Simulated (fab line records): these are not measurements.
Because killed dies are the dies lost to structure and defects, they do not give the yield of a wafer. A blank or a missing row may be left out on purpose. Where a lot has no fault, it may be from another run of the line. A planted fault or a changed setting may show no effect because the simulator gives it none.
Chamber matching -- flow n5 finfet -- N5_BEOL_M0_SAQP_ILD_DEP_01 on pecvd-03 has 3 sister chambers
The step deposits SiOC from DEMS/O2, target thk 45.419 nm, time 8.7 s. 3 wafers are shown with their chamber, then 9 later ones without.

== WAFERS, EACH WITH ITS CHAMBER ==
wafer,chamber,throttle valve pct (%)
L081.3,1,12.1
L091.3,0,13.1
L091.6,2,12.0

== WAFERS WHOSE CHAMBER IS MISSING ==
wafer,throttle valve pct (%)
L093.1,11.5
L093.3,12.6
L093.6,13.2
L095.2,12.5
L095.3,11.4
L095.6,12.4
L096.4,11.4
L096.5,11.5
L096.6,12.2

== CHAMBER TAKEN BY EACH ==
wafer,from the rows above,in truth
L093.1,can't be placed: 2 or 1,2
L093.3,can't be placed: 0 or 1 or 2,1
L093.6,0,0
L095.2,can't be placed: 1 or 2 or 0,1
L095.3,can't be placed: 2 or 1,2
L095.6,can't be placed: 1 or 2 or 0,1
L096.4,can't be placed: 2 or 1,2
L096.5,can't be placed: 2 or 1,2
L096.6,can't be placed: 1 or 2 or 0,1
Correctly placed: 1 of 9. From these rows, 8 cannot be placed; in 8 the true chamber is one of the candidates. 0 placed wrongly.
How it was worked out, from the rows above alone: a wafer's distance from a chamber is the root of the sum, over the readings, of the square of ((its reading less the chamber's mean) divided by the reading's scatter). If the next closest chamber is less than 2 further off than the closest, the wafer can't be placed; otherwise it belongs to the closest. A chamber's mean is the mean of its shown wafers. The scatter: with one shown wafer a chamber, the root of the mean of the squares of how far each hidden wafer lies from its nearest shown one.
